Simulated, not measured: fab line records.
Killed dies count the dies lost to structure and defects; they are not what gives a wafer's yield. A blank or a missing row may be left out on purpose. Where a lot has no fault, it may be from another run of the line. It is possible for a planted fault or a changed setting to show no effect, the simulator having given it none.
Chamber matching + flow n5-finfet + 4 sister chambers for N5_STI_FIN_REVEAL_STRIP_24 on rie-diel-02
The step strips in N2/H2, time 90 s. 4 wafers are shown with their chamber, then 8 later ones without.

== WAFERS, EACH WITH ITS CHAMBER ==
| wafer  | chamber | drypump-motor-current-A (A) |
|--------|---------|-----------------------------|
| L084.6 | 1       | 6.4                         |
| L091.2 | 2       | 5.1                         |
| L091.6 | 3       | 5.3                         |
| L094.3 | 0       | 5.1                         |

== WAFERS WITH NO CHAMBER GIVEN ==
| wafer  | drypump-motor-current-A (A) |
|--------|-----------------------------|
| L094.4 | 6.4                         |
| L094.6 | 5.2                         |
| L095.2 | 5.3                         |
| L095.3 | 5.1                         |
| L095.6 | 6.4                         |
| L097.1 | 5.1                         |
| L097.2 | 5.3                         |
| L097.4 | 5.3                         |

== THE CHAMBER EACH PASSED THROUGH ==
| wafer  | from the rows above          | in truth |
|--------|------------------------------|----------|
| L094.4 | 1                            | 1        |
| L094.6 | can't be placed: 3 or 0 or 2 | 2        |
| L095.2 | 3                            | 3        |
| L095.3 | can't be placed: 0 or 2      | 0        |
| L095.6 | 1                            | 1        |
| L097.1 | can't be placed: 0 or 2      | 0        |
| L097.2 | 3                            | 3        |
| L097.4 | 3                            | 3        |
Correct placement for 5 of the 8. These rows do not allow placing 3 (true chamber among the candidates in 3). Placed wrongly: 0.
How it was worked out, from the rows above alone: a wafer's distance from a chamber is the root of the sum, over the readings, of the square of ((its reading less the chamber's mean) divided by the reading's scatter). The wafer belongs to the nearest chamber; if the next one is less than 2 further off, it can't be placed. Each chamber's mean is taken over the wafers shown for it. The scatter (one wafer shown for each chamber): square how far every hidden wafer sits from the nearest shown wafer, average those squares and take the square root.
